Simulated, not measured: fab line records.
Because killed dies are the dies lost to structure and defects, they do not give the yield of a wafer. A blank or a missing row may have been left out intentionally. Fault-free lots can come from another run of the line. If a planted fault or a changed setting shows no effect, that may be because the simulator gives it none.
A lot that was struck, set against a sound lot | flow n5Finfet | 27 steps out of a route of 1938
Sound: wafers L366.1, L366.2, L366.4. Struck: wafer L359.1. (L359.5 of the same lot was not struck and is left out.) The cause comes at the end.
Each step with rows lists, per side, the tool, then ch with its chambers, then its first start. Under that, the readings that differ: sound wafers | struck wafers | difference of the means | sigmas: that difference in standard deviations of wafers without a fault.
alike: readings whose means differ by less than 2 such deviations, and words and numbers that are the same on both sides. not compared: withheld readings, readings that some wafer has no value for, bounds like >300 that may hide the same value, and numbers for which the record gives no deviation and whose values overlap.
A row with sigmas, a row that says differs or no value, or rows on one side alone: a step with any of these is where the two part. When numbers do not overlap yet have no deviation, they are printed without sigmas and do not part them. Lack of a reading on every wafer of one side parts them only where that side has two or more wafers.

first, 5 steps without rows for these wafers: N5_SD_EPI_N_EBR_05; N5_SD_EPI_N_SOFTBAKE_04 (time 60 s); N5_SD_EPI_N_EXPOSE_06 (exposes mask SD N BLK, target cd 120 nm); N5_SD_EPI_N_PEB_07 (peb time 60 s); N5_SD_EPI_N_DEVELOP_08 (develop time 30 s).
N5_SD_EPI_N_CD_MEAS_09: the cd target is 120 nm.
  sound on cdSem-02 ch 0, day 7 02:30; struck on cdSem-03 ch 0, day 5 07:25
  alike: cdNm
N5_SD_EPI_N_OVL_MEAS_10:
  sound on overlay-02 ch 0, day 7 02:32; struck on overlay-01 ch 0, day 5 07:26
  alike: SD_N_BLK_OVL
N5_SD_EPI_N_INSPECT_11: inspects for defects (macro).
  sound on defectInspect-02 at day 7 02:34; struck on defectInspect-01 at day 5 07:28
  alike: rawDefectCount
N5_SD_EPI_N_DESCUM_14: chemistry O2, time 7.9 s.
  sound on rieDiel-04 ch 1,2,3, day 7 02:47; struck on rieDiel-03 ch 2, day 5 07:50
reading              | sound             | struck | difference | sigmas
throttleValvePct (%) | 20.54 20.11 20.27 | 20.90  | +0.59      | +2
  alike: drypumpMotorCurrentA, oesProductAu, rfVppV, showerheadPlenumPTorr
  not compared: rfHoursCounterH
N5_SD_EPI_N_ETCH_34: etches SiARC in CF4, target depth 45.5 nm, time 75.8 s.
  sound on rieDiel-04 ch 1,2,3, day 7 02:49; struck on rieDiel-03 ch 2, day 5 07:53
reading          | sound             | struck | difference | sigmas
mfcArSccm (sccm) | 99.84 99.46 99.91 | 100.44 | +0.70      | +2
  alike: drypumpMotorCurrentA, etchRfOnTimeS, oesProductAu, rfVppV, showerheadPlenumPTorr, throttleValvePct
  not compared: rfHoursCounterH
N5_SD_EPI_N_ETCH_35: etches SOC in N2/H2, overetch 108 nm, time 486 s.
  sound on rieDiel-04 ch 1,2,3, day 7 02:53; struck on rieDiel-03 ch 2, day 5 07:56
reading              | sound             | struck | difference | sigmas
rfVppV (V)           | 240.1 240.0 240.0 | 243.3  | +3.3       | +3
throttleValvePct (%) | 24.1 23.6 23.4    | 24.5   | +0.8       | +3
  alike: drypumpMotorCurrentA, oesProductAu, showerheadPlenumPTorr
  not compared: rfHoursCounterH
then, 1 step without rows for these wafers: N5_SD_EPI_N_STRIP_36 (strips in N2/H2).
N5_SD_EPI_N_ETCHBACK_44: etches SiNx in CH3F/O2, stops on SiO2, target depth 14.5 nm.
  sound on rieDiel-04 ch 1,2,3, day 7 03:12; struck on rieDiel-03 ch 2, day 5 08:16
reading                                    | sound             | struck | difference | sigmas
throttleValvePct (%)                       | 16.58 16.12 16.15 | 16.82  | +0.54      | +2
model.SiARC_of_SD_EPI_N_COAT_33.thkNm (nm) | 16.4 16.2 16      | 18.4   | +2.2       | 
  alike: CH3F_flow_sccm, drypumpMotorCurrentA, mfcArSccm, oes_ar_750_au, oesProductAu, rfVppV, showerheadPlenumPTorr
  not compared: rfHoursCounterH
N5_SD_EPI_N_ETCH_45: etches SiOCN in CH3F/O2, target depth 6 nm.
  sound on rieDiel-04 ch 1,2,3, day 7 03:18; struck on rieDiel-03 ch 2, day 5 08:22
reading              | sound             | struck | difference | sigmas
oesProductAu (a.u.)  | 0.70 0.81 0.71    | 0.28   | -0.46      | -6
throttleValvePct (%) | 23.46 23.09 22.96 | 23.84  | +0.67      | +2
  alike: CH3F_flow_sccm, drypumpMotorCurrentA, mfcArSccm, rfVppV, showerheadPlenumPTorr
  not compared: rfHoursCounterH
N5_SD_EPI_N_ETCH_16: etches SiO2 in CHF3/O2, target depth 5 nm.
  sound on rieDiel-04 ch 1,2,3, day 7 03:24; struck on rieDiel-03 ch 2, day 5 08:28
reading                                    | sound             | struck | difference | sigmas
throttleValvePct (%)                       | 19.11 18.68 18.65 | 19.43  | +0.62      | +2
model.SiARC_of_SD_EPI_N_COAT_33.thkNm (nm) | 13 12.6 12.4      | 14.8   | +2.1       | 
  alike: drypumpMotorCurrentA, mfcArSccm, oes_ar_750_au, oesProductAu, rfVppV, showerheadPlenumPTorr
  not compared: rfHoursCounterH
then, 1 step without rows for these wafers: N5_SD_EPI_N_STRIP_47 (strips in CHF3/O2).
N5_SD_EPI_N_SD_RECESS_17: chemistry HBr/Cl2/O2, target depth 41 nm, time 23.7 s, bt time 3 s.
  sound on rieSi-01 ch 0,2,3, day 7 03:28; struck on rieSi-01 ch 3, day 5 08:32
reading             | sound    | struck | difference | sigmas
rfHoursCounterH (h) | 26 2 171 | 1      | -65        | 
  alike: drypumpMotorCurrentA, oesProductAu, throttleValvePct
N5_SD_EPI_N_STRIP_38: strips in N2/H2.
  sound on plasmaAsher-01 ch 0,1, day 7 03:34; struck on plasmaAsher-01 ch 1, day 5 08:38
  alike: drypumpMotorCurrentA, heaterPowerW, oesProductAu
  not compared: rfHoursCounterH
then, 5 steps without rows for these wafers: N5_SD_EPI_N_WET_ETCH_43 (etches SiO2 in dHF, time 14 s, target depth 1.5 nm); N5_SD_EPI_N_STRIP_18 (strips in SPM, time 750 s); N5_SD_EPI_N_SRD_20 (time 30 s); N5_SD_EPI_N_PRECLEAN_48 (cleans in NF3:NH3, afs cycles 2, time 20 s, sublimation time 60 s); N5_SD_EPI_N_VAPOR_ETCH_50 (etches Si in HCl, time 54 s).
N5_SD_EPI_N_EPI_21: deposits Si:P, time 690 s.
  sound on epiRpcvd-01 ch 0, day 7 04:56; struck on epiRpcvd-02 ch 0, day 5 09:43
reading                                  | sound          | struck | difference | sigmas
model.Si-P_of_SD_EPI_N_EPI_21.thkNm (nm) | 60.2 59.6 58.8 | 1.2    | -58.3      | 
  alike: susceptor_temp_C_max
N5_SD_EPI_N_EPI_MEAS_23:
  sound on filmMetro-02 at day 7 07:12; struck on filmMetro-02 at day 5 11:59
reading    | sound          | struck | difference | sigmas
thkNm (nm) | 58.4 60.9 57.9 | 0.3    | -58.8      | -53
N5_SD_EPI_N_PRECLEAN_24: cleans in O3/DIW, time 60 s.
  sound on wetBench-03 ch 0,4,6, day 7 07:14; struck on wetBench-03 ch 4, day 5 12:02
reading                                  | sound          | struck | difference | sigmas
model.Si-P_of_SD_EPI_N_EPI_21.thkNm (nm) | 59.8 59.2 58.4 | 1.2    | -57.9      | 
then, 1 step without rows for these wafers: N5_SD_EPI_N_SRD_25 (time 30 s).

== WHERE THEY PART ==
First at N5_SD_EPI_N_DESCUM_14; last, within this record, at N5_SD_EPI_N_EPI_MEAS_23.

WHY: what the simulator had put in
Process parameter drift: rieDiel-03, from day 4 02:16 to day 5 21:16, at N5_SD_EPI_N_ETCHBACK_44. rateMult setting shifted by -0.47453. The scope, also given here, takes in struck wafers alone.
